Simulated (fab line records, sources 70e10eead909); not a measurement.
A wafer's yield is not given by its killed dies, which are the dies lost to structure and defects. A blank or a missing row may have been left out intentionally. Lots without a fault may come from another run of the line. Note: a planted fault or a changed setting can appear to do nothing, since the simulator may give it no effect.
Matching of chambers    flow nandHarc    NHARC_A_STAIRCASE_ETCH_444 on rieDiel-12: 4 sister chambers
The step etches the open film in C4F8/O2, target depth 10200 nm, time 3400 s. 8 wafers are shown with their chamber, then 8 later ones without.

== EACH WAFER AND ITS CHAMBER ==
wafer   chamber  rfVppV (V)  oesProductAu (a.u.)
L080.1  0        811         0.911
L080.5  1        804         0.927
L081.1  0        809         0.905
L081.2  3        809         0.926
L081.4  2        814         0.902
L084.3  2        812         0.895
L084.4  1        803         0.934
L084.5  3        809         0.931

== WAFERS MISSING THEIR CHAMBER ==
wafer   rfVppV (V)  oesProductAu (a.u.)
L092.5  809         0.934
L092.6  802         0.970
L091.2  801         0.972
L091.4  807         0.967
L091.5  807         0.970
L097.1  808         0.911
L097.4  803         0.934
L097.5  807         0.926

== THE CHAMBER EACH PASSED THROUGH ==
wafer    from the rows above       in truth
L092.5   3                         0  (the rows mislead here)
L092.6   1                         1
L091.2   1                         1
L091.4   can't be placed: 1 or 3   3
L091.5   can't be placed: 1 or 3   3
L097.1   0                         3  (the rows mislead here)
L097.4   1                         1
L097.5   can't be placed: 3 or 1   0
Correct placement for 3 of the 8. Unplaceable from these rows: 3, with the true chamber sitting among the candidates in 2. Placed wrongly: 2.
How it was worked out, from the rows above alone: a wafer's distance from a chamber is the root of the sum, over the readings, of the square of ((its reading less the chamber's mean) divided by the reading's scatter). The wafer belongs to the nearest chamber; if the next one is less than 2 further off, it can't be placed. Each chamber's mean is taken over the wafers shown for it. The scatter: the root of (the sum of the squares of (reading less its chamber's mean) over the shown wafers, divided by (wafers less chambers)).
